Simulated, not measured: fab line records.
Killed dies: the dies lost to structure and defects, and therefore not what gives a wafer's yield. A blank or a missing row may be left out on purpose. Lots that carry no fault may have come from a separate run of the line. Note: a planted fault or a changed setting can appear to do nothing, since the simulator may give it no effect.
Which tool did it? / flow n5-finfet / 72 wafers from 24 lots sampled at 6 of the route's 1938 steps

## WHAT EACH GAUGE READ, for each wafer
N5_BEOL_M5_CD_MEAS_28: target cd 30.6 nm, target cd y 20 nm.
lot=L074; measured=day 9 09:31; on=cd-sem-01; cd-nm (nm)=30.61 30.25 30.24
lot=L075; measured=day 10 10:08; on=cd-sem-01; cd-nm (nm)=30.81 30.64 30.76
lot=L078; measured=day 10 10:14; on=cd-sem-01; cd-nm (nm)=30.29 30.62 30.70
lot=L076; measured=day 10 15:49; on=cd-sem-01; cd-nm (nm)=30.64 30.63 30.54
lot=L077; measured=day 10 19:14; on=cd-sem-01; cd-nm (nm)=30.05 30.69 30.28
lot=L079; measured=day 11 05:03; on=cd-sem-03; cd-nm (nm)=30.98 30.39 30.59
lot=L082; measured=day 11 15:39; on=cd-sem-01; cd-nm (nm)=30.99 30.06 29.92
lot=L083; measured=day 11 16:26; on=cd-sem-03; cd-nm (nm)=30.65 30.56 30.74
lot=L081; measured=day 11 22:08; on=cd-sem-02; cd-nm (nm)=30.74 30.12 30.22
lot=L080; measured=day 12 03:17; on=cd-sem-03; cd-nm (nm)=30.32 30.76 30.58
lot=L084; measured=day 12 11:40; on=cd-sem-02; cd-nm (nm)=30.60 30.40 30.03
lot=L085; measured=day 12 18:07; on=cd-sem-02; cd-nm (nm)=30.16 30.04 30.79
lot=L088; measured=day 13 00:22; on=cd-sem-02; cd-nm (nm)=31.02 30.68 30.92
lot=L087; measured=day 13 07:02; on=cd-sem-02; cd-nm (nm)=30.49 30.75 30.43
lot=L086; measured=day 13 17:41; on=cd-sem-02; cd-nm (nm)=30.83 30.87 31.15
lot=L089; measured=day 13 17:38; on=cd-sem-03; cd-nm (nm)=29.92 30.47 30.13
lot=L091; measured=day 13 17:44; on=cd-sem-03; cd-nm (nm)=30.35 30.82 30.44
lot=L093; measured=day 14 11:59; on=cd-sem-02; cd-nm (nm)=30.71 30.08 30.32
lot=L090; measured=day 14 14:50; on=cd-sem-03; cd-nm (nm)=30.86 30.72 30.27
lot=L092; measured=day 14 18:30; on=cd-sem-03; cd-nm (nm)=30.95 30.19 30.30
lot=L094; measured=day 15 01:10; on=cd-sem-02; cd-nm (nm)=31.08 31.04 30.59
lot=L096; measured=day 15 08:14; on=cd-sem-02; cd-nm (nm)=30.37 30.44 30.70
lot=L095; measured=day 15 14:47; on=cd-sem-03; cd-nm (nm)=30.56 30.28 30.56
lot=L097; measured=day 15 18:08; on=cd-sem-03; cd-nm (nm)=30.84 30.40 30.93

N5_BEOL_M6_CD_MEAS_11 targets a cd of 38.5 nm.
lot=L074; measured=day 9 18:49; on=cd-sem-02; cd-nm (nm)=39.1 38.4 37.4
lot=L075; measured=day 10 20:24; on=cd-sem-03; cd-nm (nm)=39.6 39.5 39.6
lot=L078; measured=day 10 20:37; on=cd-sem-02; cd-nm (nm)=39.5 40.7 38.6
lot=L076; measured=day 11 02:02; on=cd-sem-03; cd-nm (nm)=40.2 38.8 39.3
lot=L077; measured=day 11 05:43; on=cd-sem-02; cd-nm (nm)=36.9 37.3 37.5
lot=L079; measured=day 11 14:59; on=cd-sem-03; cd-nm (nm)=38.6 39.0 40.1
lot=L082; measured=day 12 02:52; on=cd-sem-03; cd-nm (nm)=37.9 36.7 39.0
lot=L083; measured=day 12 04:23; on=cd-sem-03; cd-nm (nm)=39.5 39.1 39.1
lot=L081; measured=day 12 10:06; on=cd-sem-01; cd-nm (nm)=38.9 39.0 39.8
lot=L080; measured=day 12 12:57; on=cd-sem-02; cd-nm (nm)=37.8 38.8 39.2
lot=L084; measured=day 12 20:29; on=cd-sem-03; cd-nm (nm)=39.9 38.6 39.3
lot=L085; measured=day 13 04:07; on=cd-sem-03; cd-nm (nm)=39.0 37.5 38.5
lot=L088; measured=day 13 11:58; on=cd-sem-03; cd-nm (nm)=38.8 39.5 40.0
lot=L087; measured=day 13 18:45; on=cd-sem-03; cd-nm (nm)=38.6 37.7 37.9
lot=L086; measured=day 14 05:13; on=cd-sem-03; cd-nm (nm)=38.6 39.4 38.8
lot=L089; measured=day 14 03:02; on=cd-sem-03; cd-nm (nm)=37.9 38.2 38.1
lot=L091; measured=day 14 05:31; on=cd-sem-03; cd-nm (nm)=38.8 38.3 38.5
lot=L093; measured=day 14 21:31; on=cd-sem-03; cd-nm (nm)=38.9 38.0 39.1
lot=L090; measured=day 15 02:13; on=cd-sem-03; cd-nm (nm)=39.6 38.4 39.0
lot=L092; measured=day 15 03:24; on=cd-sem-03; cd-nm (nm)=39.2 38.5 39.4
lot=L094; measured=day 15 12:43; on=cd-sem-02; cd-nm (nm)=39.0 39.2 39.9
lot=L096; measured=day 15 19:27; on=cd-sem-03; cd-nm (nm)=39.0 38.4 39.1
lot=L095; measured=day 16 03:16; on=cd-sem-03; cd-nm (nm)=39.3 37.8 39.3
lot=L097; measured=day 16 05:23; on=cd-sem-03; cd-nm (nm)=37.2 38.1 36.9

## TOOL THAT RAN EACH LOT (tool first, then ch and the chambers of the sampled wafers, then the start)
lot=L074; N5_BEOL_M4_PRE_CLEAN_45=pvd-sputter-02, day 8 20:57; N5_BEOL_M5_ANNEAL_49=pvd-sputter-01, day 9 12:08; N5_BEOL_M5_ANNEAL_89=pvd-sputter-01, day 9 15:24; N5_BEOL_M6_PECVD_70=pecvd-04 ch 0,1,2, day 9 18:08
lot=L075; N5_BEOL_M4_PRE_CLEAN_45=pvd-sputter-03, day 9 21:51; N5_BEOL_M5_ANNEAL_49=pvd-sputter-03, day 10 12:14; N5_BEOL_M5_ANNEAL_89=pvd-sputter-03, day 10 15:29; N5_BEOL_M6_PECVD_70=pecvd-01 ch 0,2, day 10 18:17
lot=L078; N5_BEOL_M4_PRE_CLEAN_45=pvd-sputter-01, day 10 02:36; N5_BEOL_M5_ANNEAL_49=pvd-sputter-01, day 10 12:43; N5_BEOL_M5_ANNEAL_89=pvd-sputter-01, day 10 15:58; N5_BEOL_M6_PECVD_70=pecvd-01 ch 1,2, day 10 18:55
lot=L076; N5_BEOL_M4_PRE_CLEAN_45=pvd-sputter-01, day 10 02:50; N5_BEOL_M5_ANNEAL_49=pvd-sputter-02, day 10 17:58; N5_BEOL_M5_ANNEAL_89=pvd-sputter-02, day 10 21:13; N5_BEOL_M6_PECVD_70=pecvd-04 ch 0,1, day 11 00:03
lot=L077; N5_BEOL_M4_PRE_CLEAN_45=pvd-sputter-02, day 10 07:54; N5_BEOL_M5_ANNEAL_49=pvd-sputter-03, day 10 21:09; N5_BEOL_M5_ANNEAL_89=pvd-sputter-03, day 11 00:25; N5_BEOL_M6_PECVD_70=pecvd-01 ch 1,2, day 11 03:11
lot=L079; N5_BEOL_M4_PRE_CLEAN_45=pvd-sputter-03, day 10 16:58; N5_BEOL_M5_ANNEAL_49=pvd-sputter-02, day 11 07:29; N5_BEOL_M5_ANNEAL_89=pvd-sputter-02, day 11 10:45; N5_BEOL_M6_PECVD_70=pecvd-01 ch 0,2, day 11 13:44
lot=L082; N5_BEOL_M4_PRE_CLEAN_45=pvd-sputter-02, day 11 06:48; N5_BEOL_M5_ANNEAL_49=pvd-sputter-03, day 11 18:04; N5_BEOL_M5_ANNEAL_89=pvd-sputter-03, day 11 21:20; N5_BEOL_M6_PECVD_70=pecvd-01 ch 0,1, day 12 00:24
lot=L083; N5_BEOL_M4_PRE_CLEAN_45=pvd-sputter-02, day 11 07:14; N5_BEOL_M5_ANNEAL_49=pvd-sputter-01, day 11 20:49; N5_BEOL_M5_ANNEAL_89=pvd-sputter-01, day 12 00:04; N5_BEOL_M6_PECVD_70=pecvd-01 ch 0,2, day 12 02:49
lot=L081; N5_BEOL_M4_PRE_CLEAN_45=pvd-sputter-03, day 11 11:41; N5_BEOL_M5_ANNEAL_49=pvd-sputter-03, day 12 01:41; N5_BEOL_M5_ANNEAL_89=pvd-sputter-03, day 12 04:56; N5_BEOL_M6_PECVD_70=pecvd-03 ch 0,1,2, day 12 07:41
lot=L080; N5_BEOL_M4_PRE_CLEAN_45=pvd-sputter-02, day 11 17:41; N5_BEOL_M5_ANNEAL_49=pvd-sputter-01, day 12 05:32; N5_BEOL_M5_ANNEAL_89=pvd-sputter-01, day 12 08:48; N5_BEOL_M6_PECVD_70=pecvd-01 ch 1,2, day 12 11:32
lot=L084; N5_BEOL_M4_PRE_CLEAN_45=pvd-sputter-02, day 12 02:42; N5_BEOL_M5_ANNEAL_49=pvd-sputter-02, day 12 13:34; N5_BEOL_M5_ANNEAL_89=pvd-sputter-02, day 12 16:49; N5_BEOL_M6_PECVD_70=pecvd-03 ch 1,2, day 12 19:46
lot=L085; N5_BEOL_M4_PRE_CLEAN_45=pvd-sputter-02, day 12 08:07; N5_BEOL_M5_ANNEAL_49=pvd-sputter-02, day 12 20:10; N5_BEOL_M5_ANNEAL_89=pvd-sputter-02, day 12 23:26; N5_BEOL_M6_PECVD_70=pecvd-03 ch 1,2, day 13 02:18
lot=L088; N5_BEOL_M4_PRE_CLEAN_45=pvd-sputter-03, day 12 09:49; N5_BEOL_M5_ANNEAL_49=pvd-sputter-02, day 13 03:59; N5_BEOL_M5_ANNEAL_89=pvd-sputter-02, day 13 07:15; N5_BEOL_M6_PECVD_70=pecvd-04 ch 1,2, day 13 10:13
lot=L087; N5_BEOL_M4_PRE_CLEAN_45=pvd-sputter-01, day 12 20:20; N5_BEOL_M5_ANNEAL_49=pvd-sputter-01, day 13 10:53; N5_BEOL_M5_ANNEAL_89=pvd-sputter-01, day 13 14:09; N5_BEOL_M6_PECVD_70=pecvd-04 ch 0,1, day 13 17:06
lot=L086; N5_BEOL_M4_PRE_CLEAN_45=pvd-sputter-01, day 13 08:13; N5_BEOL_M5_ANNEAL_49=pvd-sputter-03, day 13 20:18; N5_BEOL_M5_ANNEAL_89=pvd-sputter-03, day 13 23:34; N5_BEOL_M6_PECVD_70=pecvd-03 ch 2, day 14 02:59
lot=L089; N5_BEOL_M4_PRE_CLEAN_45=pvd-sputter-03, day 13 08:16; N5_BEOL_M5_ANNEAL_49=pvd-sputter-02, day 13 19:49; N5_BEOL_M5_ANNEAL_89=pvd-sputter-02, day 13 23:05; N5_BEOL_M6_PECVD_70=pecvd-04 ch 1,2, day 14 01:50
lot=L091; N5_BEOL_M4_PRE_CLEAN_45=pvd-sputter-03, day 13 08:20; N5_BEOL_M5_ANNEAL_49=pvd-sputter-01, day 13 21:31; N5_BEOL_M5_ANNEAL_89=pvd-sputter-01, day 14 00:47; N5_BEOL_M6_PECVD_70=pecvd-03 ch 1,2, day 14 03:40
lot=L093; N5_BEOL_M4_PRE_CLEAN_45=pvd-sputter-02, day 14 01:44; N5_BEOL_M5_ANNEAL_49=pvd-sputter-01, day 14 14:25; N5_BEOL_M5_ANNEAL_89=pvd-sputter-01, day 14 17:41; N5_BEOL_M6_PECVD_70=pecvd-03 ch 1,2, day 14 20:26
lot=L090; N5_BEOL_M4_PRE_CLEAN_45=pvd-sputter-03, day 14 02:41; N5_BEOL_M5_ANNEAL_49=pvd-sputter-03, day 14 18:01; N5_BEOL_M5_ANNEAL_89=pvd-sputter-03, day 14 21:16; N5_BEOL_M6_PECVD_70=pecvd-03 ch 0, day 15 00:01
lot=L092; N5_BEOL_M4_PRE_CLEAN_45=pvd-sputter-01, day 14 06:40; N5_BEOL_M5_ANNEAL_49=pvd-sputter-01, day 14 20:50; N5_BEOL_M5_ANNEAL_89=pvd-sputter-01, day 15 00:05; N5_BEOL_M6_PECVD_70=pecvd-04 ch 0,1,2, day 15 02:58
lot=L094; N5_BEOL_M4_PRE_CLEAN_45=pvd-sputter-02, day 14 14:04; N5_BEOL_M5_ANNEAL_49=pvd-sputter-02, day 15 03:47; N5_BEOL_M5_ANNEAL_89=pvd-sputter-02, day 15 07:27; N5_BEOL_M6_PECVD_70=pecvd-04 ch 0,1,2, day 15 10:27
lot=L096; N5_BEOL_M4_PRE_CLEAN_45=pvd-sputter-02, day 14 23:17; N5_BEOL_M5_ANNEAL_49=pvd-sputter-03, day 15 10:36; N5_BEOL_M5_ANNEAL_89=pvd-sputter-03, day 15 13:52; N5_BEOL_M6_PECVD_70=pecvd-01 ch 0,2, day 15 16:47
lot=L095; N5_BEOL_M4_PRE_CLEAN_45=pvd-sputter-03, day 15 06:16; N5_BEOL_M5_ANNEAL_49=pvd-sputter-01, day 15 18:37; N5_BEOL_M5_ANNEAL_89=pvd-sputter-01, day 15 21:53; N5_BEOL_M6_PECVD_70=pecvd-03 ch 0,1,2, day 16 00:40
lot=L097; N5_BEOL_M4_PRE_CLEAN_45=pvd-sputter-01, day 15 09:32; N5_BEOL_M5_ANNEAL_49=pvd-sputter-02, day 15 21:59; N5_BEOL_M5_ANNEAL_89=pvd-sputter-02, day 16 01:14; N5_BEOL_M6_PECVD_70=pecvd-01 ch 1,2, day 16 03:59
- N5_BEOL_M4_PRE_CLEAN_45: time 30 s.
- N5_BEOL_M5_ANNEAL_49: time 1800 s.
- N5_BEOL_M5_ANNEAL_89: time 1800 s.
- N5_BEOL_M6_PECVD_70: deposits SiO2 from TEOS/O2, target thk 20 nm, time 22.7 s.

## WHAT THE TOOLS THEMSELVES READ (means of the sampled wafers that have a number; where no wafer has one, the mark that the record gives instead)
N5_BEOL_M4_PRE_CLEAN_45.
lot=L074; tool=pvd-sputter-02; heater-power-w (W)=311; susceptor-temp-C (C)=250.01
lot=L075; tool=pvd-sputter-03; heater-power-w (W)=324; susceptor-temp-C (C)=249.94
lot=L078; tool=pvd-sputter-01; heater-power-w (W)=329; susceptor-temp-C (C)=250.01
lot=L076; tool=pvd-sputter-01; heater-power-w (W)=318; susceptor-temp-C (C)=250.11
lot=L077; tool=pvd-sputter-02; heater-power-w (W)=308; susceptor-temp-C (C)=249.95
lot=L079; tool=pvd-sputter-03; heater-power-w (W)=325; susceptor-temp-C (C)=249.95
lot=L082; tool=pvd-sputter-02; heater-power-w (W)=322; susceptor-temp-C (C)=250.03
lot=L083; tool=pvd-sputter-02; heater-power-w (W)=333; susceptor-temp-C (C)=250.04
lot=L081; tool=pvd-sputter-03; heater-power-w (W)=318; susceptor-temp-C (C)=249.98
lot=L080; tool=pvd-sputter-02; heater-power-w (W)=313; susceptor-temp-C (C)=250.07
lot=L084; tool=pvd-sputter-02; heater-power-w (W)=308; susceptor-temp-C (C)=250.17
lot=L085; tool=pvd-sputter-02; heater-power-w (W)=310; susceptor-temp-C (C)=249.97
lot=L088; tool=pvd-sputter-03; heater-power-w (W)=338; susceptor-temp-C (C)=250.17
lot=L087; tool=pvd-sputter-01; heater-power-w (W)=330; susceptor-temp-C (C)=250.07
lot=L086; tool=pvd-sputter-01; heater-power-w (W)=318; susceptor-temp-C (C)=249.80
lot=L089; tool=pvd-sputter-03; heater-power-w (W)=321; susceptor-temp-C (C)=249.89
lot=L091; tool=pvd-sputter-03; heater-power-w (W)=329; susceptor-temp-C (C)=250.17
lot=L093; tool=pvd-sputter-02; heater-power-w (W)=303; susceptor-temp-C (C)=249.89
lot=L090; tool=pvd-sputter-03; heater-power-w (W)=327; susceptor-temp-C (C)=249.91
lot=L092; tool=pvd-sputter-01; heater-power-w (W)=352; susceptor-temp-C (C)=249.91
lot=L094; tool=pvd-sputter-02; heater-power-w (W)=319; susceptor-temp-C (C)=249.91
lot=L096; tool=pvd-sputter-02; heater-power-w (W)=310; susceptor-temp-C (C)=250.03
lot=L095; tool=pvd-sputter-03; heater-power-w (W)=320; susceptor-temp-C (C)=249.96
lot=L097; tool=pvd-sputter-01; heater-power-w (W)=338; susceptor-temp-C (C)=249.96

N5_BEOL_M5_ANNEAL_49.
lot=L074; tool=pvd-sputter-01; heater-power-w (W)=889; susceptor-temp-C (C)=399.90; susceptor_temp_C_max=400.7
lot=L075; tool=pvd-sputter-03; heater-power-w (W)=859; susceptor-temp-C (C)=399.90; susceptor_temp_C_max=400.6
lot=L078; tool=pvd-sputter-01; heater-power-w (W)=816; susceptor-temp-C (C)=400.05; susceptor_temp_C_max=400.9
lot=L076; tool=pvd-sputter-02; heater-power-w (W)=821; susceptor-temp-C (C)=400.34; susceptor_temp_C_max=401.6
lot=L077; tool=pvd-sputter-03; heater-power-w (W)=862; susceptor-temp-C (C)=400.03; susceptor_temp_C_max=401.0
lot=L079; tool=pvd-sputter-02; heater-power-w (W)=791; susceptor-temp-C (C)=399.93; susceptor_temp_C_max=400.8
lot=L082; tool=pvd-sputter-03; heater-power-w (W)=801; susceptor-temp-C (C)=400.02; susceptor_temp_C_max=400.8
lot=L083; tool=pvd-sputter-01; heater-power-w (W)=817; susceptor-temp-C (C)=399.98; susceptor_temp_C_max=400.8
lot=L081; tool=pvd-sputter-03; heater-power-w (W)=815; susceptor-temp-C (C)=399.98; susceptor_temp_C_max=400.8
lot=L080; tool=pvd-sputter-01; heater-power-w (W)=852; susceptor-temp-C (C)=400.10; susceptor_temp_C_max=401.1
lot=L084; tool=pvd-sputter-02; heater-power-w (W)=740; susceptor-temp-C (C)=399.95; susceptor_temp_C_max=400.9
lot=L085; tool=pvd-sputter-02; heater-power-w (W)=814; susceptor-temp-C (C)=399.85; susceptor_temp_C_max=400.8
lot=L088; tool=pvd-sputter-02; heater-power-w (W)=802; susceptor-temp-C (C)=400.18; susceptor_temp_C_max=401.3
lot=L087; tool=pvd-sputter-01; heater-power-w (W)=854; susceptor-temp-C (C)=400.16; susceptor_temp_C_max=401.0
lot=L086; tool=pvd-sputter-03; heater-power-w (W)=824; susceptor-temp-C (C)=400.07; susceptor_temp_C_max=400.9
lot=L089; tool=pvd-sputter-02; heater-power-w (W)=776; susceptor-temp-C (C)=400.04; susceptor_temp_C_max=400.9
lot=L091; tool=pvd-sputter-01; heater-power-w (W)=856; susceptor-temp-C (C)=399.98; susceptor_temp_C_max=400.7
lot=L093; tool=pvd-sputter-01; heater-power-w (W)=836; susceptor-temp-C (C)=400.06; susceptor_temp_C_max=401.1
lot=L090; tool=pvd-sputter-03; heater-power-w (W)=884; susceptor-temp-C (C)=399.97; susceptor_temp_C_max=400.8
lot=L092; tool=pvd-sputter-01; heater-power-w (W)=871; susceptor-temp-C (C)=400.14; susceptor_temp_C_max=401.0
lot=L094; tool=pvd-sputter-02; heater-power-w (W)=793; susceptor-temp-C (C)=400.10; susceptor_temp_C_max=401.1
lot=L096; tool=pvd-sputter-03; heater-power-w (W)=843; susceptor-temp-C (C)=399.80; susceptor_temp_C_max=400.7
lot=L095; tool=pvd-sputter-01; heater-power-w (W)=842; susceptor-temp-C (C)=399.92; susceptor_temp_C_max=400.7
lot=L097; tool=pvd-sputter-02; heater-power-w (W)=840; susceptor-temp-C (C)=399.85; susceptor_temp_C_max=400.7

N5_BEOL_M5_ANNEAL_89.
lot=L074; tool=pvd-sputter-01; heater-power-w (W)=863; susceptor-temp-C (C)=399.82; susceptor_temp_C_max=400.6
lot=L075; tool=pvd-sputter-03; heater-power-w (W)=857; susceptor-temp-C (C)=400.12; susceptor_temp_C_max=400.9
lot=L078; tool=pvd-sputter-01; heater-power-w (W)=808; susceptor-temp-C (C)=399.98; susceptor_temp_C_max=401.0
lot=L076; tool=pvd-sputter-02; heater-power-w (W)=812; susceptor-temp-C (C)=400.00; susceptor_temp_C_max=401.0
lot=L077; tool=pvd-sputter-03; heater-power-w (W)=830; susceptor-temp-C (C)=399.91; susceptor_temp_C_max=400.7
lot=L079; tool=pvd-sputter-02; heater-power-w (W)=790; susceptor-temp-C (C)=400.01; susceptor_temp_C_max=401.1
lot=L082; tool=pvd-sputter-03; heater-power-w (W)=805; susceptor-temp-C (C)=399.93; susceptor_temp_C_max=400.8
lot=L083; tool=pvd-sputter-01; heater-power-w (W)=815; susceptor-temp-C (C)=399.97; susceptor_temp_C_max=400.8
lot=L081; tool=pvd-sputter-03; heater-power-w (W)=809; susceptor-temp-C (C)=399.92; susceptor_temp_C_max=400.9
lot=L080; tool=pvd-sputter-01; heater-power-w (W)=863; susceptor-temp-C (C)=400.11; susceptor_temp_C_max=401.1
lot=L084; tool=pvd-sputter-02; heater-power-w (W)=747; susceptor-temp-C (C)=399.89; susceptor_temp_C_max=400.9
lot=L085; tool=pvd-sputter-02; heater-power-w (W)=803; susceptor-temp-C (C)=399.91; susceptor_temp_C_max=400.9
lot=L088; tool=pvd-sputter-02; heater-power-w (W)=823; susceptor-temp-C (C)=400.05; susceptor_temp_C_max=401.3
lot=L087; tool=pvd-sputter-01; heater-power-w (W)=836; susceptor-temp-C (C)=400.16; susceptor_temp_C_max=401.2
lot=L086; tool=pvd-sputter-03; heater-power-w (W)=831; susceptor-temp-C (C)=399.73; susceptor_temp_C_max=400.6
lot=L089; tool=pvd-sputter-02; heater-power-w (W)=789; susceptor-temp-C (C)=400.14; susceptor_temp_C_max=400.9
lot=L091; tool=pvd-sputter-01; heater-power-w (W)=861; susceptor-temp-C (C)=399.74; susceptor_temp_C_max=400.5
lot=L093; tool=pvd-sputter-01; heater-power-w (W)=834; susceptor-temp-C (C)=400.05; susceptor_temp_C_max=400.9
lot=L090; tool=pvd-sputter-03; heater-power-w (W)=888; susceptor-temp-C (C)=399.86; susceptor_temp_C_max=400.9
lot=L092; tool=pvd-sputter-01; heater-power-w (W)=868; susceptor-temp-C (C)=399.87; susceptor_temp_C_max=400.7
lot=L094; tool=pvd-sputter-02; heater-power-w (W)=803; susceptor-temp-C (C)=399.91; susceptor_temp_C_max=400.9
lot=L096; tool=pvd-sputter-03; heater-power-w (W)=859; susceptor-temp-C (C)=399.88; susceptor_temp_C_max=400.8
lot=L095; tool=pvd-sputter-01; heater-power-w (W)=850; susceptor-temp-C (C)=400.02; susceptor_temp_C_max=400.9
lot=L097; tool=pvd-sputter-02; heater-power-w (W)=843; susceptor-temp-C (C)=399.89; susceptor_temp_C_max=400.8

N5_BEOL_M6_PECVD_70.
lot=L074; tool=pecvd-04; heater-power-w (W)=728; rf-fwd-power-W (W)=446.0; showerhead-plenum-p-Torr (Torr)=8.80; susceptor-temp-C (C)=399.96; throttle-valve-pct (%)=24.1
lot=L075; tool=pecvd-01; heater-power-w (W)=786; rf-fwd-power-W (W)=447.4; showerhead-plenum-p-Torr (Torr)=8.76; susceptor-temp-C (C)=400.14; throttle-valve-pct (%)=22.1
lot=L078; tool=pecvd-01; heater-power-w (W)=656; rf-fwd-power-W (W)=446.9; showerhead-plenum-p-Torr (Torr)=8.78; susceptor-temp-C (C)=399.97; throttle-valve-pct (%)=22.1
lot=L076; tool=pecvd-04; heater-power-w (W)=710; rf-fwd-power-W (W)=444.9; showerhead-plenum-p-Torr (Torr)=8.83; susceptor-temp-C (C)=399.97; throttle-valve-pct (%)=26.0
lot=L077; tool=pecvd-01; heater-power-w (W)=617; rf-fwd-power-W (W)=444.7; showerhead-plenum-p-Torr (Torr)=8.78; susceptor-temp-C (C)=400.25; throttle-valve-pct (%)=22.2
lot=L079; tool=pecvd-01; heater-power-w (W)=721; rf-fwd-power-W (W)=447.0; showerhead-plenum-p-Torr (Torr)=8.78; susceptor-temp-C (C)=399.76; throttle-valve-pct (%)=22.8
lot=L082; tool=pecvd-01; heater-power-w (W)=622; rf-fwd-power-W (W)=446.6; showerhead-plenum-p-Torr (Torr)=8.76; susceptor-temp-C (C)=399.99; throttle-valve-pct (%)=23.2
lot=L083; tool=pecvd-01; heater-power-w (W)=688; rf-fwd-power-W (W)=447.0; showerhead-plenum-p-Torr (Torr)=8.76; susceptor-temp-C (C)=399.90; throttle-valve-pct (%)=22.9
lot=L081; tool=pecvd-03; heater-power-w (W)=929; rf-fwd-power-W (W)=444.4; showerhead-plenum-p-Torr (Torr)=8.80; susceptor-temp-C (C)=399.94; throttle-valve-pct (%)=23.2
lot=L080; tool=pecvd-01; heater-power-w (W)=588; rf-fwd-power-W (W)=445.9; showerhead-plenum-p-Torr (Torr)=8.78; susceptor-temp-C (C)=399.95; throttle-valve-pct (%)=22.1
lot=L084; tool=pecvd-03; heater-power-w (W)=798; rf-fwd-power-W (W)=443.4; showerhead-plenum-p-Torr (Torr)=8.81; susceptor-temp-C (C)=400.02; throttle-valve-pct (%)=21.8
lot=L085; tool=pecvd-03; heater-power-w (W)=967; rf-fwd-power-W (W)=442.5; showerhead-plenum-p-Torr (Torr)=8.75; susceptor-temp-C (C)=399.95; throttle-valve-pct (%)=22.0
lot=L088; tool=pecvd-04; heater-power-w (W)=702; rf-fwd-power-W (W)=445.1; showerhead-plenum-p-Torr (Torr)=8.70; susceptor-temp-C (C)=399.90; throttle-valve-pct (%)=24.0
lot=L087; tool=pecvd-04; heater-power-w (W)=684; rf-fwd-power-W (W)=445.7; showerhead-plenum-p-Torr (Torr)=8.83; susceptor-temp-C (C)=400.16; throttle-valve-pct (%)=26.0
lot=L086; tool=pecvd-03; heater-power-w (W)=1069; rf-fwd-power-W (W)=441.6; showerhead-plenum-p-Torr (Torr)=8.71; susceptor-temp-C (C)=400.09; throttle-valve-pct (%)=22.2
lot=L089; tool=pecvd-04; heater-power-w (W)=747; rf-fwd-power-W (W)=447.0; showerhead-plenum-p-Torr (Torr)=8.69; susceptor-temp-C (C)=399.93; throttle-valve-pct (%)=23.8
lot=L091; tool=pecvd-03; heater-power-w (W)=948; rf-fwd-power-W (W)=441.8; showerhead-plenum-p-Torr (Torr)=8.75; susceptor-temp-C (C)=400.10; throttle-valve-pct (%)=22.1
lot=L093; tool=pecvd-03; heater-power-w (W)=921; rf-fwd-power-W (W)=444.1; showerhead-plenum-p-Torr (Torr)=8.76; susceptor-temp-C (C)=400.12; throttle-valve-pct (%)=21.9
lot=L090; tool=pecvd-03; heater-power-w (W)=867; rf-fwd-power-W (W)=445.5; showerhead-plenum-p-Torr (Torr)=8.87; susceptor-temp-C (C)=400.04; throttle-valve-pct (%)=26.2
lot=L092; tool=pecvd-04; heater-power-w (W)=763; rf-fwd-power-W (W)=445.3; showerhead-plenum-p-Torr (Torr)=8.79; susceptor-temp-C (C)=399.88; throttle-valve-pct (%)=24.2
lot=L094; tool=pecvd-04; heater-power-w (W)=741; rf-fwd-power-W (W)=445.8; showerhead-plenum-p-Torr (Torr)=8.80; susceptor-temp-C (C)=399.85; throttle-valve-pct (%)=24.0
lot=L096; tool=pecvd-01; heater-power-w (W)=707; rf-fwd-power-W (W)=446.2; showerhead-plenum-p-Torr (Torr)=8.78; susceptor-temp-C (C)=400.08; throttle-valve-pct (%)=22.9
lot=L095; tool=pecvd-03; heater-power-w (W)=864; rf-fwd-power-W (W)=444.0; showerhead-plenum-p-Torr (Torr)=8.82; susceptor-temp-C (C)=400.02; throttle-valve-pct (%)=23.3
lot=L097; tool=pecvd-01; heater-power-w (W)=719; rf-fwd-power-W (W)=445.1; showerhead-plenum-p-Torr (Torr)=8.78; susceptor-temp-C (C)=400.18; throttle-valve-pct (%)=22.0

## THE ANSWER, worked out from the rows above alone
Rule: the lots themselves supply what counts as usual. The widest of any qualifying gaps counts: lots, ordered by their means at a reading, are off when they make up no more than a third of the lots, leave a main group of 4 or more, and stand apart from it by 3 or more times the standard deviation of that group's means. A main group is skipped when, at the precision printed for the reading in the tables above, its means are all equal. Also off: a lot with no number at a reading for which 4 or more lots have one. Any other lot the step has rows for is counted as sound. The gauges are gone through in route order, then the tools' own readings, and for those a lot's mean is taken as printed above. The first step at which some lot is off is used, and at that step the reading that is off furthest; a lot without a number counts as furthest.
None of the lots is off at any reading shown; this tells nothing.

## WHAT THE SIMULATOR PUT IN
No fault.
